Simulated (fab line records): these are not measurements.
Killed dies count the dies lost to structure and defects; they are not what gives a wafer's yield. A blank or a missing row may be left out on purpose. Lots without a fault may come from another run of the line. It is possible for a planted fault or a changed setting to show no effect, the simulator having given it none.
Matching of chambers :: flow n5Finfet :: N5_BEOL_M15_DEP_53 on pecvd-02 has 3 sister chambers
The step deposits SiCN from 3MS/NH3, target thk 50 nm, time 17.8 s. 6 wafers are shown with their chamber, then 7 later ones without.

== WAFERS PAIRED WITH THEIR CHAMBERS ==
wafer: L421.5
chamber: 1
throttleValvePct (%): 18.5
showerheadPlenumPTorr (Torr): 4.162

wafer: L422.3
chamber: 1
throttleValvePct (%): 18.7
showerheadPlenumPTorr (Torr): 4.163

wafer: L426.1
chamber: 2
throttleValvePct (%): 17.8
showerheadPlenumPTorr (Torr): 4.156

wafer: L426.6
chamber: 2
throttleValvePct (%): 17.9
showerheadPlenumPTorr (Torr): 4.138

wafer: L428.2
chamber: 0
throttleValvePct (%): 19.5
showerheadPlenumPTorr (Torr): 4.153

wafer: L428.4
chamber: 0
throttleValvePct (%): 19.4
showerheadPlenumPTorr (Torr): 4.146

== WAFERS WITHOUT THEIR CHAMBER ==
wafer: L428.5
throttleValvePct (%): 17.6
showerheadPlenumPTorr (Torr): 4.138

wafer: L432.1
throttleValvePct (%): 18.7
showerheadPlenumPTorr (Torr): 4.149

wafer: L432.3
throttleValvePct (%): 19.7
showerheadPlenumPTorr (Torr): 4.146

wafer: L432.6
throttleValvePct (%): 19.8
showerheadPlenumPTorr (Torr): 4.149

wafer: L439.1
throttleValvePct (%): 18.7
showerheadPlenumPTorr (Torr): 4.158

wafer: L439.3
throttleValvePct (%): 19.7
showerheadPlenumPTorr (Torr): 4.153

wafer: L439.5
throttleValvePct (%): 18.0
showerheadPlenumPTorr (Torr): 4.142

== WHICH CHAMBER EACH ONE RAN IN ==
wafer: L428.5
from the rows above: 2
in truth: 2

wafer: L432.1
from the rows above: 1
in truth: 1

wafer: L432.3
from the rows above: 0
in truth: 0

wafer: L432.6
from the rows above: 0
in truth: 0

wafer: L439.1
from the rows above: 1
in truth: 1

wafer: L439.3
from the rows above: 0
in truth: 0

wafer: L439.5
from the rows above: 2
in truth: 2
Placed correctly: 7 of 7. Number that these rows cannot place: 0. Number placed wrongly: 0.
How it was worked out, from the rows above alone: a wafer's distance from a chamber is the root of the sum, over the readings, of the square of ((its reading less the chamber's mean) divided by the reading's scatter). If the next closest chamber is less than 2 further off than the closest, the wafer can't be placed; otherwise it belongs to the closest. For every chamber, the mean is computed from those of its wafers that are shown. The scatter: the root of (the sum of the squares of (reading less its chamber's mean) over the shown wafers, divided by (wafers less chambers)).
